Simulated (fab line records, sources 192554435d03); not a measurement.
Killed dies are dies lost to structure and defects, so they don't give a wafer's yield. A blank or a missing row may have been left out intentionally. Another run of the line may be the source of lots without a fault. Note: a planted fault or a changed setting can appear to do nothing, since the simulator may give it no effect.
The same fault as seen by 2 desks -- flow n5 finfet -- what lay behind the numbers comes last; until then each desk has only its own

== AT THE TOOL OWNER'S DESK: arfi scanner-03 ==
The tool's own readings at N5_BEOL_M0_SAQP_EXPOSE_11 (exposes mask M0 CORE, target cd 42 nm): means of the sampled wafers that have a number, for each lot that ran on this tool. A lot is out of limits, marked OUT, if its mean lies more than 4 standard deviations from the usual mean; the brackets give that distance.
Columns: A = exposure dose mJ cm2 at N5_BEOL_M0_SAQP_EXPOSE_11, usual 55.05; B = reticle temp C at N5_BEOL_M0_SAQP_EXPOSE_11, usual 22.98 C; C = stage vel mm s at N5_BEOL_M0_SAQP_EXPOSE_11, usual 499.97 mm/s
lot,first seen here,A,B,C
L691,day 5 21:39,54.99,23.06,500.00
L698,day 7 11:43,54.90,23.11,499.80
L702,day 8 11:25,53.87 (-5.9) OUT,22.98,500.25
L703,day 8 17:04,54.04 (-5.0) OUT,23.03,499.93
This desk finds L702, L703 out of limits, L702 being first, at day 8 11:25 (exposure dose mJ cm2 at N5_BEOL_M0_SAQP_EXPOSE_11). Within limits: L691, L698.

== METROLOGY DESK ==
What the gauges read, lot by lot, whatever tool the lot ran on: means of the sampled wafers that have a number. A lot is out of limits, marked OUT, if its mean lies more than 4 standard deviations from the usual mean; the brackets give that distance. Of its 12 readings 7 are shown: those that lie furthest out on some lot.
Columns: A = DIBL_P at N5_BEOL_M4_RC_MEAS_101, usual 36.4 mV/V; B = IOFF_N at N5_BEOL_M4_RC_MEAS_101, usual 0.17 nA/um; C = IOFF_P at N5_BEOL_M4_RC_MEAS_101, usual 0.21 nA/um; D = ION_P at N5_BEOL_M4_RC_MEAS_101, usual 462 uA/um; E = SS_P at N5_BEOL_M4_RC_MEAS_101, usual 73.4 mV/dec; F = VT_N at N5_BEOL_M4_RC_MEAS_101, usual 249 mV; G = VT_P at N5_BEOL_M4_RC_MEAS_101, usual -251 mV
lot,first seen here,A,B,C,D,E,F,G
L691,day 5 14:47,37.8,0.18,0.23,460,74.1,247,-250
L693,day 5 22:42,34.1,0.15,0.21,468,73.0,251,-250
L695,day 6 14:47,37.4,0.19,0.24,464,73.6,247,-250
L698,day 7 05:18,33.6,0.13,0.16,456,72.6,254,-256
L702,day 8 03:37,37.1,0.17,0.21,460,73.9,250,-253
L703,day 8 10:29,37.5,0.17,0.20,450,73.3,251,-255
L704,day 8 20:18,37.3,0.20,0.23,462,74.4,248,-249
L707,day 9 11:51,36.9,0.17,0.21,466,73.2,248,-251
L710,day 10 03:22,36.1,0.17,0.23,466,73.7,249,-250
L713,day 11 00:56,33.5,0.14,0.19,463,73.0,251,-252
Result from this desk: across the 10 lots, nothing is out of limits.

== TAKEN TOGETHER ==
The tool owner's desk could have raised an alarm at day 8 11:25, on L702, L703.
At the metrology desk, nothing out of limits was observed.
The metrology desk has L702, L703 on record, within its limits.
On arfi scanner-03, each named lot ran N5_BEOL_M0_SAQP_EXPOSE_11.

== WHAT HAD BEEN PUT IN BY THE SIMULATOR ==
Process parameter drift: arfi scanner-03, from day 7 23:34 on, at N5_BEOL_M0_SAQP_EXPOSE_11. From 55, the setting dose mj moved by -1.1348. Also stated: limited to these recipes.
Lots struck among those shown: L702, L703.
Hours from the fault's start to each desk's first reading out of limits: the tool owner's desk, 12.
